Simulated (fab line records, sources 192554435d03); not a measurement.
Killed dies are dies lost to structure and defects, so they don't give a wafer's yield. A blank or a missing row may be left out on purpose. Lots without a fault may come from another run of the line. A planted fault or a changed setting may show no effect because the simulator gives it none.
fab line records | flow n5_finfet
record lots=7 wafers=21 last_day=17
route steps=1938 shown BEOL_M11@1572 BEOL_M15@1830 PASSIVATION@1936
lots that met no fault: from a run of the same line without faults
start_h: hours from the record's first day to the start of the lot's first wafer shown | wait_h: hours since the lot's step before | " the same as in the row above | L1.1+2: a row that stands for several wafers | - no value, or no start given | * or withheld: withheld | < > ~ a bound
route shown NAME@n: a module of which the file shows steps, and the number in the route of the first | usual: mean/standard deviation of fault-free wafers | same: alike in all rows | chamber/n: place in a boat | sites: the reading at each site | _std_site: their standard deviation | _edge_site: outer sites' mean less inner sites' | radius_mm: how far each site lies from the wafer's centre | mask NAME#n: copy n | behind: the tool/chamber that last shaped the wafer | hold: why the lot was held/for how many hours/how that ended | device: the transistor (n, p or np) that didn't switch | end of line: the same wafers' tests at the end of the route | a step without rows: its recipe alone | killed: dies lost to structure and defects at the first sort, not the wafer's yield | map: a wafer's dies, x killed, . not, _ none there
set.NAME: the setting as run; set.NAME@STEP: as run at that earlier step | model.NAME: the simulator's own value behind a step, which no gauge read
steps of the route over a sample of lots; a table a step, a row a wafer
services: from which hour (start_h, from the record's first day; less than 0 if before it) a tool's chamber was out of use, for how many hours, and why
## steps
# step N5_BEOL_M11_ETCH_65
# recipe chemistry=CF4 target=SiARC target_depth_a=390 mask_material=CAR-ArF time_s=65 ion_energy_ev=80 pressure_mtorr=40 source_w=545 bias_w=36 Ar_flow_sccm=100 cf4_flow_sccm=100 ends=cleared
# usual cf4_flow_sccm=100.1/0.31 drypump_motor_current_A=5.6/0.47 etch_rf_on_time_s=64.7/1.1 oes_product_au=0.70/0.071 rf_vpp_V=184.1/1.1 showerhead_plenum_p_Torr=2.15/0.06 throttle_valve_pct=15.55/0.2
# columns lot.wafer tool chamber start_h wait_h cf4_flow_sccm drypump_motor_current_A etch_rf_on_time_s oes_product_au rf_hours_counter_h rf_vpp_V showerhead_plenum_p_Torr throttle_valve_pct
L424.1 rie_diel-04 3 255.78 0.0 100.5 6.3 64.8 0.65 155 184.3 2.14 15.59
L424.2 " 2 " " 99.9 6.1 64.9 0.60 241 185.3 2.11 15.79
L424.4 " 0 " " 100.0 5.1 62.1 0.81 12 185.4 2.20 15.42
L439.1 rie_diel-03 2 336.75 0.0 99.9 5.7 66.6 0.70 82 183.9 2.08 15.42
L439.3 " 0 " " 100.5 6.2 64.7 0.81 8 184.9 2.28 15.44
L439.4 " 1 " " 100.1 5.8 67.0 0.64 123 182.6 2.15 15.39
L441.1 rie_diel-06 2 338.89 0.0 99.9 5.7 63.6 0.72 65 185.7 2.17 15.68
L441.3 " 1 " " 100.2 5.6 63.5 0.81 13 183.5 2.19 15.40
L441.4 " 3 " " 100.1 5.8 64.8 0.60 248 181.2 2.03 16.04
L436.2 rie_diel-03 0 338.93 0.0 100.3 6.2 63.5 0.80 9 184.5 2.28 15.43
L436.3 " 1 " " 100.5 5.8 65.6 0.65 124 184.1 2.15 15.40
L436.4 " 2 " " 99.7 5.7 66.3 0.69 82 183.2 2.08 15.41
L440.3 rie_diel-04 2 346.07 0.0 100.2 6.1 64.2 0.82 6 183.9 2.10 15.32
L440.4 " 0 " " 100.0 5.1 62.1 0.76 37 184.7 2.19 15.47
L440.6 " 2 " " 100.1 6.1 64.0 0.82 - 182.8 2.10 15.30
L442.4 rie_diel-04 2 350.08 0.0 100.6 6.1 64.5 0.81 8 184.5 2.10 15.31
L442.5 " 1 " " 100.0 5.0 64.7 0.62 - 183.8 2.13 15.82
L442.6 " 2 " " 100.4 6.1 64.2 0.82 - 183.7 2.10 15.32
L444.1 rie_diel-04 0 377.79 0.0 100.1 5.1 62.7 0.75 46 183.5 2.18 15.49
L444.3 " 3 " " 100.2 6.3 65.1 0.63 188 184.4 2.13 15.64
L444.4 " 2 " " 100.0 6.1 64.6 0.80 - 183.4 2.10 15.34
# step N5_BEOL_M11_ETCH_66
# recipe chemistry=N2/H2 target=SOC target_depth_a=1200 overetch_a=240 mask_material=SiARC temp_c=40 time_s=180 ion_energy_ev=200 pressure_mtorr=30 source_w=840 bias_w=150 n2_flow_sccm=200 h2_flow_sccm=200
# usual drypump_motor_current_A=5.6/0.47 oes_product_au=0.66/0.063 rf_vpp_V=523.9/2.4 showerhead_plenum_p_Torr=2.55/0.077 temp_c=40.00/0.12 throttle_valve_pct=17.79/0.16
# columns lot.wafer tool chamber start_h wait_h drypump_motor_current_A oes_product_au rf_hours_counter_h rf_vpp_V showerhead_plenum_p_Torr temp_c throttle_valve_pct
L424.1 rie_diel-04 3 255.83 0.0 6.3 0.62 155 524.8 2.53 39.91 17.81
L424.2 " 2 " " 6.1 0.57 241 523.0 2.50 39.92 17.99
L424.4 " 0 " " 5.0 0.76 12 524.1 2.60 40.27 17.68
L439.1 rie_diel-03 2 336.80 0.0 5.7 0.66 82 521.4 2.47 40.12 17.64
L439.3 " 0 " " 6.3 0.76 8 528.8 2.71 39.98 17.56
L439.4 " 1 " " 5.8 0.61 123 523.6 2.56 40.04 17.70
L441.1 rie_diel-06 2 338.94 0.0 5.7 0.67 65 525.5 2.57 39.95 17.88
L441.3 " 1 " " 5.6 0.75 13 523.0 2.61 40.15 17.79
L441.4 " 3 " " 5.8 0.57 248 520.0 2.40 40.03 18.16
L436.2 rie_diel-03 0 338.98 0.0 6.3 0.76 9 527.6 2.71 40.14 17.57
L436.3 " 1 " " 5.8 0.62 124 523.4 2.56 40.20 17.72
L436.4 " 2 " " 5.7 0.66 82 520.5 2.47 39.96 17.65
L440.3 rie_diel-04 2 346.12 0.0 6.1 0.77 6 523.3 2.49 40.07 17.59
L440.4 " 0 " " 5.1 0.70 37 527.0 2.59 39.97 17.70
L440.6 " 2 " " 6.1 0.77 - 522.9 2.49 40.09 17.60
L442.4 rie_diel-04 2 350.13 0.0 6.1 0.77 8 523.0 2.49 39.90 17.59
L442.5 " 1 " " 5.1 0.58 - 522.6 2.53 40.03 18.06
L442.6 " 2 " " 6.1 0.77 - 522.1 2.49 40.08 17.59
L444.1 rie_diel-04 0 377.84 0.0 5.1 0.68 46 526.2 2.59 40.01 17.72
L444.3 " 3 " " 6.3 0.59 188 523.1 2.52 40.10 17.83
L444.4 " 2 " " 6.1 0.75 - 523.0 2.49 39.98 17.59
# step N5_BEOL_M11_CURE_72
# recipe temp_c=370 time_s=120 ambient=DMADMS/He material=SiCOH_lowk
# usual lamp_power_pct=52.32/0.053 wafer_temp_C_max=371.8/0.57
# columns lot.wafer tool chamber start_h wait_h lamp_power_pct wafer_temp_C_max
L424.1 uv_cure-02 2 256.43 0.0 52.28 371.5
L424.2 " 2 " " 52.32 371.6
L424.4 " 2 " " 52.39 370.8
L439.1 uv_cure-03 0 337.40 0.0 52.29 371.6
L439.3 " 0 " " 52.33 372.2
L439.4 " 0 " " 52.37 371.9
L441.1 uv_cure-03 0 339.54 0.0 52.31 371.7
L441.3 " 0 " " 52.32 371.5
L441.4 " 0 " " 52.33 371.6
L436.2 uv_cure-02 2 339.64 0.1 52.33 371.1
L436.3 " 2 " " 52.28 371.2
L436.4 " 2 " " 52.31 370.8
L440.3 uv_cure-03 0 346.83 0.1 52.36 371.2
L440.4 " 0 " " 52.21 371.8
L440.6 " 0 " " 52.25 371.6
L442.4 uv_cure-01 2 350.88 0.2 52.31 373.2
L442.5 " 2 " " 52.39 372.0
L442.6 " 2 " " 52.34 372.3
L444.1 uv_cure-02 2 378.45 0.0 52.25 371.3
L444.3 " 2 " " 52.32 371.2
L444.4 " 2 " " 52.35 370.7
# step N5_BEOL_M11_ALD_74
# recipe material=TaN target_thk_a=20 temp_c=275 ald_precursor_family=PDMAT ald_co_reactant=NH3 pressure_torr=3 carrier_flow_sccm=1500 pulse_time_s=2 purge_time_s=3 co_reactant_purge_time_s=2 co_reactant_pulse_time_s=3 ald_cycles=40 precursor_vessel_temp_c=75 precursor_vessel_pressure_torr=26.25 precursor_vessel_carrier_sccm=1000
# usual ald_cycles=40/0 heater_power_w=406/30 precursor_vessel_pressure_torr=26.25/0.049 precursor_vessel_temp_c=75.01/0.13
# columns lot.wafer tool chamber start_h wait_h ald_cycles heater_power_w precursor_vessel_pressure_torr precursor_vessel_temp_c
L424.1 ald_metal-02 1 257.24 0.1 66 396 26.24 74.90
L424.2 " 2 " " 40 402 26.36 75.03
L424.4 " 0 " " 40 447 26.24 75.11
L439.1 ald_metal-02 1 339.40 0.0 40 399 26.28 75.03
L439.3 " 3 " " 40 384 26.12 74.93
L439.4 " 1 " " 40 403 26.20 75.00
L441.1 ald_metal-02 3 339.97 0.0 40 386 26.22 75.12
L441.3 " 1 " " 40 402 26.25 75.08
L441.4 " 3 " " 40 381 26.20 75.06
L436.2 ald_metal-02 3 340.39 0.1 40 380 26.25 75.32
L436.3 " 3 " " 40 382 26.18 74.95
L436.4 " 1 " " 40 392 26.32 74.89
L440.3 ald_metal-02 2 347.48 0.3 40 409 26.26 74.99
L440.4 " 2 " " 40 401 26.27 75.08
L440.6 " 3 " " 40 383 26.26 74.85
L442.4 ald_metal-02 2 351.31 0.2 40 409 26.18 75.16
L442.5 " 3 " " 40 377 26.28 74.97
L442.6 " 1 " " 40 398 26.30 75.10
L444.1 ald_metal-02 0 379.60 0.0 40 464 26.30 75.08
L444.3 " 2 " " 40 412 26.20 75.03
L444.4 " 1 " " 40 402 26.23 75.24
# step N5_BEOL_M15_RC_MEAS_101
# usual etest_temp_c=25.05/0.1 COMB_M10=1.47e-11/2.9e-12 COMB_M11=1.5e-11/3e-12 COMB_M12=6.4e-12/1.5e-12 COMB_M13=5e-12/1.2e-12 COMB_M14=3.7e-12/9.3e-13 COMB_M15=2.6e-12/7.6e-13 COMB_M15_max_site=3.8e-12/1e-12 COMB_M5=3.5e-11/7.8e-12 COMB_M6=2.6e-11/5.3e-12 COMB_M7=2.6e-11/5.3e-12 COMB_M8=2.5e-11/5e-12 COMB_M9=1.41e-11/2.9e-12 SERP_M10=3.08/0.08 SERP_M11=3.06/0.07 SERP_M11_max_site=3.15/0.075 SERP_M12=0.644/0.014 SERP_M13=0.308/0.0053 SERP_M14=0.162/0.0036 SERP_M5=38.4/1.4 SERP_M6=13.9/0.43 SERP_M7=13.7/0.47 SERP_M8=13.8/0.51 SERP_M9=3.08/0.065
# columns lot.wafer tool chamber start_h wait_h etest_temp_c COMB_M10[S/m] COMB_M11[S/m] COMB_M12[S/m] COMB_M13[S/m] COMB_M14[S/m] COMB_M15[S/m] COMB_M15_max_site[S/m] COMB_M5[S/m] COMB_M6[S/m] COMB_M7[S/m] COMB_M8[S/m] COMB_M9[S/m] SERP_M10[ohm/um] SERP_M11[ohm/um] SERP_M11_max_site[ohm/um] SERP_M12[ohm/um] SERP_M13[ohm/um] SERP_M14[ohm/um] SERP_M5[ohm/um] SERP_M6[ohm/um] SERP_M7[ohm/um] SERP_M8[ohm/um] SERP_M9[ohm/um]
L424.1 prober-02 0 284.53 0.0 24.99 1.08e-11 1.8e-11 7.7e-12 5.1e-12 2.8e-12 1.7e-12 2e-12 3e-11 1.5e-11 1.8e-11 2e-11 1.03e-11 3.16 3.31 3.44 0.641 0.306 0.166 36.7 14.1 13.9 14.1 3.19
L424.2 " 0 " " 24.85 1.62e-11 1.4e-11 5.3e-12 4.8e-12 4e-12 1.7e-12 2e-12 3.1e-11 2.5e-11 2.3e-11 2.9e-11 1.09e-11 2.95 3.06 3.20 0.646 0.310 0.164 37.4 14.0 13.5 14.3 3.17
L424.4 " 0 " " 24.97 1.65e-11 1.4e-11 3e-12 5.7e-12 3.4e-12 3.2e-12 4.8e-12 2.9e-11 2.2e-11 2.3e-11 2.3e-11 1.22e-11 3.16 2.92 3.14 0.645 0.310 0.159 36.9 14.4 14.3 14.0 3.11
L439.1 prober-02 0 370.29 0.0 25.14 1.53e-11 1.4e-11 5.5e-12 3.6e-12 2.7e-12 1.7e-12 2.5e-12 3.1e-11 2.2e-11 2.4e-11 2.4e-11 2.03e-11 3.15 3.05 3.11 0.631 0.318 0.160 38.9 15.0 14.3 14.5 3.02
L439.3 " 0 " " 25.27 9.3e-12 1e-11 3.7e-12 4e-12 3.1e-12 2.5e-12 3.7e-12 3.4e-11 4e-11 2.9e-11 2.4e-11 1.42e-11 3.04 2.99 3.04 0.648 0.313 0.168 38.6 14.0 14.1 14.4 3.02
L439.4 " 0 " " 25.11 1.35e-11 1.5e-11 5e-12 3.8e-12 3.8e-12 2.7e-12 4.4e-12 5.9e-11 2.8e-11 2.4e-11 3e-11 1.26e-11 3.10 3.06 3.10 0.644 0.307 0.159 38.2 14.2 14.0 13.9 3.06
L441.1 prober-02 0 381.56 0.0 25.02 1.21e-11 1.5e-11 3.6e-12 4.6e-12 2.9e-12 2.2e-12 4e-12 3.7e-11 2.1e-11 2.1e-11 2.1e-11 1.6e-11 3.18 3.07 3.13 0.623 0.311 0.161 37.5 13.9 13.4 14.6 3.14
L441.3 " 0 " " 24.96 1.07e-11 1.5e-11 5.5e-12 5e-12 2.5e-12 2.1e-12 3.4e-12 4.5e-11 2.3e-11 2.1e-11 2.2e-11 1.21e-11 3.31 3.08 3.16 0.649 0.313 0.166 37.3 12.9 13.1 13.0 3.01
L441.4 " 0 " " 24.99 1.32e-11 1.5e-11 5.8e-12 3.4e-12 3.2e-12 2.2e-12 2.8e-12 2.2e-11 1.7e-11 2.1e-11 2.9e-11 1.21e-11 3.00 3.11 3.20 0.648 0.319 0.167 39.2 13.2 13.6 14.0 3.09
L440.3 prober-02 0 385.07 0.3 24.93 1.33e-11 1.1e-11 6e-12 5.3e-12 4.2e-12 2e-12 3.8e-12 2.5e-11 2.8e-11 3e-11 2.6e-11 1.8e-11 3.04 3.11 3.15 0.644 0.309 0.162 40.9 14.4 13.6 14.6 3.16
L440.4 " 0 " " 24.89 1.51e-11 1.1e-11 4.6e-12 6.4e-12 3.4e-12 1.9e-12 2.7e-12 3.1e-11 3.5e-11 2.6e-11 2.7e-11 8.8e-12 3.04 2.98 3.07 0.636 0.312 0.160 36.0 13.0 13.7 13.2 3.09
L440.6 " 0 " " 24.84 1.29e-11 1.4e-11 5.6e-12 4.5e-12 2.4e-12 2.1e-12 2.7e-12 2.4e-11 2.6e-11 3.7e-11 3.1e-11 2.06e-11 3.04 3.05 3.10 0.652 0.305 0.156 39.7 13.6 13.6 13.8 3.19
L436.2 prober-02 0 385.84 0.8 25.03 1.87e-11 1.2e-11 5e-12 5e-12 3.5e-12 2.2e-12 3.8e-12 3.3e-11 2.1e-11 2e-11 2e-11 1.11e-11 3.15 3.02 3.14 0.660 0.301 0.155 38.9 13.7 13.6 14.7 2.96
L436.3 " 0 " " 24.80 2.1e-11 1e-11 5.4e-12 6.2e-12 4e-12 2.1e-12 3.7e-12 4.1e-11 2.3e-11 3.4e-11 2.5e-11 1.49e-11 3.09 3.07 3.13 0.676 0.311 0.159 38.8 14.1 13.1 13.8 3.11
L436.4 " 0 " " 25.17 1.47e-11 9e-12 6.8e-12 5.5e-12 3.1e-12 1.5e-12 1.9e-12 3.2e-11 3.1e-11 2.7e-11 2.1e-11 9.7e-12 3.04 3.11 3.16 0.645 0.305 0.160 38.7 14.1 12.9 13.8 3.00
L442.4 prober-01 0 392.86 0.5 25.12 1.8e-11 1.6e-11 6.5e-12 4.8e-12 5.6e-12 3.4e-12 4.6e-12 3.2e-11 2.4e-11 3.4e-11 2.7e-11 2.33e-11 3.07 2.97 3.13 0.623 0.308 0.156 39.2 14.0 14.0 14.5 3.12
L442.5 " 0 " " 25.07 1.71e-11 1.6e-11 7.3e-12 5.2e-12 4.7e-12 3.3e-12 4.3e-12 4.7e-11 2.2e-11 1.8e-11 2.9e-11 9.9e-12 2.95 3.08 3.16 0.631 0.313 0.158 37.8 14.3 14.3 14.4 3.06
L442.6 " 0 " " 25.13 1.56e-11 1.8e-11 6.2e-12 4.1e-12 3.7e-12 4.5e-12 5.3e-12 3.2e-11 2.7e-11 2.4e-11 2.8e-11 1.23e-11 3.06 3.04 3.14 0.661 0.313 0.165 38.1 13.9 14.3 13.8 3.02
L444.1 prober-02 0 404.51 0.0 25.02 9.1e-12 1.2e-11 4.4e-12 5.5e-12 2.8e-12 2.5e-12 3.5e-12 3.7e-11 2.8e-11 2.2e-11 2.1e-11 1.09e-11 3.25 2.99 3.25 0.634 0.315 0.169 37.8 13.8 13.1 13.5 2.91
L444.3 " 0 " " 24.96 8.4e-12 1e-11 5.2e-12 4e-12 2.9e-12 2.8e-12 3.4e-12 4e-11 3.4e-11 2e-11 2.3e-11 1.7e-11 3.07 3.16 3.24 0.678 0.311 0.169 34.9 14.1 13.4 12.8 2.98
L444.4 " 0 " " 25.06 8.7e-12 1.2e-11 8.8e-12 3.3e-12 4e-12 2.6e-12 3e-12 4e-11 2.7e-11 1.9e-11 2.5e-11 1.61e-11 3.03 2.99 3.22 0.642 0.311 0.164 36.5 14.5 13.7 14.2 3.03
# sites SERP_M11 radius_mm=0,75,75,75,75,140,140,140,140
L424.1 3.25 3.23 3.29 3.31 3.29 3.31 3.44 3.40 3.40
L439.1 2.99 3.03 2.96 3.02 3.07 3.11 3.06 3.05 3.11
L441.1 3.11 3.03 3.13 3.08 3.10 2.86 3.07 2.99 2.93
L440.3 3.06 3.08 3.03 3.11 3.11 3.15 3.05 3.15 3.12
L436.2 3.09 3.14 3.06 3.10 2.99 2.99 3.02 3.01 2.97
L442.4 2.84 2.97 2.94 2.92 2.95 3.13 3.09 3.06 3.13
L444.1 2.89 2.89 2.99 2.93 2.91 3.09 3.25 3.09 3.17
# step N5_PASSIVATION_PROBE_49
# usual defect_limited_yield=91.6/1.4 killed_at_M0_to_M3=30/8.7 killed_at_M4_up=14/5.4 killed_at_contacts=11/6.4 killed_at_front_end=40/12 killed_at_other=3/3.1 killed_dies=99/17 killed_open=64/12 killed_short=33/8.1 sort_bin_5_function=4.9/0.88 sort_bin_6_memory=3.1/0.69 sort_n_pass=1081/17 sort_yield_pct=91.6/1.4
# same gross_dies=1180 killed_at_back_side=0 sort_bin_4_leakage[%]=0 sort_bin_8_speed[%]=0
# columns lot.wafer tool chamber start_h wait_h defect_limited_yield[%] killed_at_M0_to_M3 killed_at_M4_up killed_at_contacts killed_at_front_end killed_at_other killed_dies killed_open killed_short sort_bin_5_function[%] sort_bin_6_memory[%] sort_n_pass sort_yield_pct[%]
L424.1 prober-02 - 299.13 0.0 91.9 43 16 15 21 0 95 71 24 5.3 2.6 1085 91.9
L424.2 prober-02 - 299.18 0.1 92.9 19 9 17 39 0 84 59 25 4.6 2.5 1096 92.9
L424.4 prober-02 - 299.28 0.2 90.8 41 17 4 47 0 109 70 38 4.7 3.9 1071 90.8
L439.1 prober-02 - 388.34 0.0 88.0 44 13 28 53 4 142 90 45 7.8 3.6 1038 88.0
L439.3 prober-02 - 388.44 0.1 88.8 43 13 31 39 6 132 86 43 6.6 4.1 1048 88.8
L439.4 prober-02 - 388.49 0.2 87.8 23 11 38 58 14 144 81 59 7.4 4.7 1036 87.8
L441.1 prober-01 - 394.71 0.0 90.9 34 18 16 39 0 107 73 34 5.6 3.1 1073 90.9
L441.3 prober-01 - 394.81 0.1 92.1 10 24 11 42 6 93 49 44 4.9 2.7 1087 92.1
L441.4 prober-01 - 394.86 0.2 89.3 26 24 9 57 10 126 77 49 6.2 3.9 1054 89.3
L436.2 prober-01 - 399.82 0.1 92.2 26 14 10 37 5 92 57 34 4.3 3.1 1088 92.2
L436.3 prober-01 - 399.87 0.1 90.4 21 15 11 63 3 113 87 26 5.3 4.2 1067 90.4
L436.4 prober-01 - 399.92 0.2 91.8 23 18 12 44 0 97 56 41 5.0 3.1 1083 91.8
L440.3 prober-02 - 400.05 0.1 89.5 26 17 13 67 1 124 89 34 7.1 3.1 1056 89.5
L440.4 prober-02 - 400.10 0.2 89.7 37 13 6 60 5 121 63 55 5.8 3.7 1059 89.7
L440.6 prober-02 - 400.20 0.3 92.3 25 14 9 39 4 91 64 23 4.3 3.1 1089 92.3
L442.4 prober-01 - 406.48 0.2 93.3 30 12 10 26 1 79 55 23 4.2 2.3 1101 93.3
L442.5 prober-01 - 406.53 0.2 90.8 35 23 6 33 12 109 68 33 5.2 3.6 1071 90.8
L442.6 prober-01 - 406.58 0.3 92.5 34 15 8 29 3 89 56 32 4.5 2.8 1091 92.5
L444.1 prober-02 - 417.59 0.0 91.8 36 11 16 33 1 97 52 44 5.0 2.9 1083 91.8
L444.3 prober-02 - 417.69 0.1 92.5 34 6 3 43 3 89 58 30 4.2 3.1 1091 92.5
L444.4 prober-02 - 417.74 0.2 89.7 44 16 19 42 0 121 80 41 6.3 3.6 1059 89.7
# killed by level:class
L424.1 BEOL_M2:geometric_particle:open=14 BEOL_M3:geometric_particle:open=12 MOL_CONTACT_COAG:geometric_particle:open=10 FIN_SAQP:geometric_particle:open=7 MOL_CONTACT_COAG:geometric_particle:short=5 BEOL_M1:geometric_particle:open=5 BEOL_M4:geometric_particle:open=4 FIN_SAQP:geometric_particle:short=3
L424.2 FIN_SAQP:geometric_particle:open=14 MOL_CONTACT_COAG:geometric_particle:open=14 FIN_SAQP:geometric_particle:short=6 DUMMY_GATE:geometric_particle:open=4 BEOL_M0_SAQP:geometric_particle:open=4 BEOL_M1:geometric_particle:open=4 BEOL_M4:geometric_particle:open=4 STARTING-WAFER:geometric_particle:open=4
L424.4 BEOL_M1:geometric_particle:open=10 BEOL_M4:geometric_particle:open=10 FIN_SAQP:geometric_particle:open=8 FIN_SAQP:geometric_particle:short=6 STI_FIN_REVEAL:geometric_particle:open=6 DUMMY_GATE:geometric_particle:open=6 BEOL_M0_SAQP:geometric_particle:short=6 BEOL_M2:geometric_particle:open=6
L439.1 MOL_CONTACT_COAG:geometric_particle:open=25 STI_FIN_REVEAL:geometric_particle:open=12 BEOL_M0_SAQP:geometric_particle:short=12 GATE_CUT:geometric_particle:short=8 BEOL_M2:geometric_particle:open=8 BEOL_M0_SAQP:geometric_particle:open=7 BEOL_M3:geometric_particle:open=7 FIN_SAQP:geometric_particle:short=6
L439.3 MOL_CONTACT_COAG:geometric_particle:open=23 BEOL_M0_SAQP:geometric_particle:open=15 STI_FIN_REVEAL:geometric_particle:open=10 BEOL_M0_SAQP:geometric_particle:short=10 BEOL_M3:geometric_particle:open=9 FIN_SAQP:geometric_particle:open=8 MOL_CONTACT_COAG:geometric_particle:short=8 STI_FIN_REVEAL:geometric_particle:short=6
L439.4 MOL_CONTACT_COAG:geometric_particle:open=27 FIN_SAQP:geometric_particle:open=11 MOL_CONTACT_COAG:geometric_particle:short=11 FIN_SAQP:geometric_particle:short=10 STI_FIN_REVEAL:geometric_particle:open=8 GATE_CUT:geometric_particle:short=7 BEOL_M1:geometric_particle:open=5 BEOL_M0_SAQP:geometric_particle:open=5
L441.1 MOL_CONTACT_COAG:geometric_particle:open=11 BEOL_M1:geometric_particle:open=10 FIN_SAQP:geometric_particle:open=8 FIN_SAQP:geometric_particle:short=6 GATE_CUT:geometric_particle:open=6 BEOL_M0_SAQP:geometric_particle:open=6 BEOL_M0_SAQP:geometric_particle:short=6 BEOL_M3:geometric_particle:open=6
L441.3 FIN_SAQP:geometric_particle:short=13 MOL_CONTACT_COAG:geometric_particle:open=9 FIN_SAQP:geometric_particle:open=8 BEOL_M4:geometric_particle:open=8 BEOL_M5:geometric_particle:open=6 GATE_CUT:geometric_particle:short=4 BEOL_M4:geometric_particle:short=4 PAD_METAL:geometric_particle:short=4
L441.4 BEOL_M4:geometric_particle:open=15 FIN_SAQP:geometric_particle:short=13 FIN_SAQP:geometric_particle:open=7 STI_FIN_REVEAL:geometric_particle:open=7 DUMMY_GATE:geometric_particle:open=7 MOL_CONTACT_COAG:geometric_particle:open=7 BEOL_M1:geometric_particle:open=7 BEOL_M0_SAQP:geometric_particle:open=6
L436.2 FIN_SAQP:geometric_particle:short=10 MOL_CONTACT_COAG:geometric_particle:open=10 BEOL_M0_SAQP:geometric_particle:open=9 STI_FIN_REVEAL:geometric_particle:open=5 BEOL_M0_SAQP:geometric_particle:short=5 GATE_CUT:geometric_particle:short=4 BEOL_M2:geometric_particle:open=4 FIN_SAQP:geometric_particle:open=3
L436.3 FIN_SAQP:geometric_particle:open=21 FIN_SAQP:geometric_particle:short=13 STI_FIN_REVEAL:geometric_particle:open=11 MOL_CONTACT_COAG:geometric_particle:open=11 BEOL_M4:geometric_particle:open=8 BEOL_M3:geometric_particle:open=6 BEOL_M2:geometric_particle:open=5 DUMMY_GATE:geometric_particle:open=5
L436.4 FIN_SAQP:geometric_particle:short=12 MOL_CONTACT_COAG:geometric_particle:open=11 FIN_SAQP:geometric_particle:open=7 BEOL_M5:geometric_particle:open=7 GATE_CUT:geometric_particle:short=6 BEOL_M4:geometric_particle:open=6 BEOL_M0_SAQP:geometric_particle:open=5 BEOL_M0_SAQP:geometric_particle:short=5
L440.3 STI_FIN_REVEAL:geometric_particle:open=23 DUMMY_GATE:geometric_particle:open=13 GATE_CUT:geometric_particle:short=8 MOL_CONTACT_COAG:geometric_particle:open=7 BEOL_M4:geometric_particle:open=7 BEOL_M2:geometric_particle:open=7 MOL_CONTACT_COAG:geometric_particle:short=6 FIN_SAQP:geometric_particle:short=4
L440.4 STI_FIN_REVEAL:geometric_particle:open=10 BEOL_M0_SAQP:geometric_particle:short=10 DUMMY_GATE:geometric_particle:open=8 BEOL_M0_SAQP:geometric_particle:open=8 FIN_SAQP:geometric_particle:open=7 FIN_SAQP:geometric_particle:short=7 GATE_CUT:geometric_particle:short=6 BEOL_M0:geometric_particle:short=6
L440.6 STI_FIN_REVEAL:geometric_particle:open=11 BEOL_M4:geometric_particle:open=8 MOL_CONTACT_COAG:geometric_particle:open=7 BEOL_M0:geometric_particle:open=7 STI_FIN_REVEAL:geometric_particle:short=6 DUMMY_GATE:geometric_particle:open=5 BEOL_M2:geometric_particle:open=5 BEOL_M0_SAQP:geometric_particle:open=4
L442.4 BEOL_M1:geometric_particle:open=9 BEOL_M4:geometric_particle:open=9 MOL_CONTACT_COAG:geometric_particle:open=8 FIN_SAQP:geometric_particle:short=7 FIN_SAQP:geometric_particle:open=6 BEOL_M0_SAQP:geometric_particle:short=5 DUMMY_GATE:geometric_particle:open=4 BEOL_M0_SAQP:geometric_particle:open=4
L442.5 BEOL_M0_SAQP:geometric_particle:short=11 BEOL_M0_SAQP:geometric_particle:open=10 BEOL_M4:geometric_particle:open=9 GATE_CUT:geometric_particle:short=5 MOL_CONTACT_COAG:geometric_particle:open=5 BEOL_M2:geometric_particle:open=5 STARTING-WAFER:geometric_particle:short=5 HKMG_FIN:area_etch=5
L442.6 BEOL_M0_SAQP:geometric_particle:short=8 BEOL_M1:geometric_particle:open=6 MOL_CONTACT_COAG:geometric_particle:open=6 BEOL_M4:geometric_particle:open=6 FIN_SAQP:geometric_particle:short=5 BEOL_M0_SAQP:geometric_particle:open=5 DUMMY_GATE:geometric_particle:open=5 BEOL_M3:geometric_particle:open=5
L444.1 BEOL_M0_SAQP:geometric_particle:short=13 MOL_CONTACT_COAG:geometric_particle:open=13 FIN_SAQP:geometric_particle:short=10 BEOL_M2:geometric_particle:open=6 BEOL_M3:geometric_particle:open=5 STARTING-WAFER:geometric_particle:open=5 FIN_SAQP:geometric_particle:open=3 ILD0:geometric_particle:open=3
L444.3 STI_FIN_REVEAL:geometric_particle:open=12 FIN_SAQP:geometric_particle:open=8 GATE_CUT:geometric_particle:short=8 BEOL_M0_SAQP:geometric_particle:open=8 BEOL_M1:geometric_particle:open=8 BEOL_M0_SAQP:geometric_particle:short=7 BEOL_M2:geometric_particle:open=5 STI_FIN_REVEAL:geometric_particle:short=4
L444.4 MOL_CONTACT_COAG:geometric_particle:open=17 BEOL_M0_SAQP:geometric_particle:open=13 FIN_SAQP:geometric_particle:short=11 FIN_SAQP:geometric_particle:open=10 BEOL_M0_SAQP:geometric_particle:short=9 BEOL_M1:geometric_particle:open=6 BEOL_M2:geometric_particle:open=6 BEOL_M3:geometric_particle:open=6
## services
# columns tool chamber start_h hours kind
rie_diel-06 3 234.46 2.5 repair
uv_cure-01 - 235.09 1.0 pm
rie_diel-03 2 237.27 2.9 repair
uv_cure-03 - 247.18 4.3 pm
rie_diel-06 1 271.80 - clean
rie_diel-06 1 271.80 - consumable_replace:focus_ring
rie_diel-06 1 271.80 23.7 scheduled_down
rie_diel-06 1 271.80 23.7 vent_cycle
uv_cure-02 - 279.48 6.0 pm
rie_diel-04 - 287.54 4.3 pm
rie_diel-03 0 296.43 - clean
rie_diel-03 0 296.43 - consumable_replace:focus_ring
rie_diel-03 0 296.43 - consumable_replace:showerhead
rie_diel-03 0 296.43 13.5 scheduled_down
rie_diel-03 0 296.43 13.5 vent_cycle
rie_diel-04 2 299.26 - clean
rie_diel-04 2 299.26 - consumable_replace:focus_ring
rie_diel-04 2 299.26 15.7 scheduled_down
rie_diel-04 2 299.26 15.7 vent_cycle
ald_metal-02 0 331.03 30.8 repair
ald_metal-02 2 333.58 10.6 repair
uv_cure-01 - 338.62 7.5 pm
rie_diel-03 0 343.11 3.0 repair
ald_metal-02 3 378.86 5.3 repair
## key
first_sign step=N5_BEOL_M11_ALD_74 reading=ald_cycles direction=up sigmas=99+ usual=* struck=*
effect step=N5_BEOL_M15_RC_MEAS_101 reading=SERP_M11 direction=up sigmas=3.6 usual=3.06 struck=3.31
met_at N5_BEOL_M11_ALD_74
struck_lots L424
struck_wafers L424.1
not_acting_at N5_BEOL_M11_ETCH_65,N5_BEOL_M11_ETCH_66,N5_BEOL_M11_CURE_72
fault kind=process_parameter_drift tool=ald_metal-02 chamber=- onset_h=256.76 steps=N5_BEOL_M11_ALD_74 channel=ald_cycles offset=* shape=step end_h=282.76 scope=struck_wafers_only acts_in=* stated=*
